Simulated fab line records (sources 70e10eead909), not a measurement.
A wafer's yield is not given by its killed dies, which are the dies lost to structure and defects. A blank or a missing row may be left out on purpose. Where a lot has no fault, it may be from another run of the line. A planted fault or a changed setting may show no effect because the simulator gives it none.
Chamber matching | flow nand harc | NHARC_A_CHANNEL_FILL_D1_ALD_16 on ald hk-04 has 4 sister chambers
The step deposits SiO2, target thk 1.5 nm, pulse time 10 s, ald cycles 15. 8 wafers are shown with their chamber, then 11 later ones without.

== WAFERS WITH THEIR CHAMBER ==
wafer  | chamber | heater power w (W) | precursor pulse height rel
L078.1 | 0       | 513                | 0.980
L085.4 | 3       | 540                | 1.006
L087.4 | 0       | 506                | 1.015
L086.2 | 3       | 508                | 1.007
L088.1 | 2       | 485                | 1.006
L088.2 | 1       | 389                | 1.008
L088.5 | 1       | 385                | 0.993
L092.1 | 2       | 494                | 0.976

== WAFERS MISSING THEIR CHAMBER ==
wafer  | heater power w (W) | precursor pulse height rel
L092.3 | 516                | 1.005
L092.4 | 374                | 0.969
L094.1 | 391                | 0.969
L094.2 | 509                | 0.981
L094.3 | 524                | 0.984
L093.1 | 503                | 1.011
L093.2 | 517                | 0.982
L093.5 | 525                | 0.986
L095.2 | 525                | 0.999
L095.3 | 531                | 1.031
L095.6 | 514                | 0.999

== WHICH CHAMBER EACH ONE RAN IN ==
wafer  | from the rows above          | in truth
L092.3 | can't be placed: 3 or 0 or 2 | 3
L092.4 | 1                            | 1
L094.1 | 1                            | 1
L094.2 | can't be placed: 0 or 2 or 3 | 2
L094.3 | can't be placed: 3 or 0 or 2 | 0
L093.1 | can't be placed: 0 or 2 or 3 | 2
L093.2 | can't be placed: 0 or 3 or 2 | 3
L093.5 | can't be placed: 3 or 0 or 2 | 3
L095.2 | can't be placed: 3 or 0      | 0
L095.3 | can't be placed: 3 or 0      | 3
L095.6 | can't be placed: 0 or 3 or 2 | 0
Correct placement for 2 of the 11. Unplaceable from these rows: 9, with the true chamber sitting among the candidates in 9. 0 placed wrongly.
How it was worked out, from the rows above alone: a wafer's distance from a chamber is the root of the sum, over the readings, of the square of ((its reading less the chamber's mean) divided by the reading's scatter). The wafer belongs to the nearest chamber; if the next one is less than 2 further off, it can't be placed. For every chamber, the mean is computed from those of its wafers that are shown. The scatter is the square root of a quotient: the sum, over the shown wafers, of each reading's squared deviation from its chamber's mean, divided by wafers minus chambers.
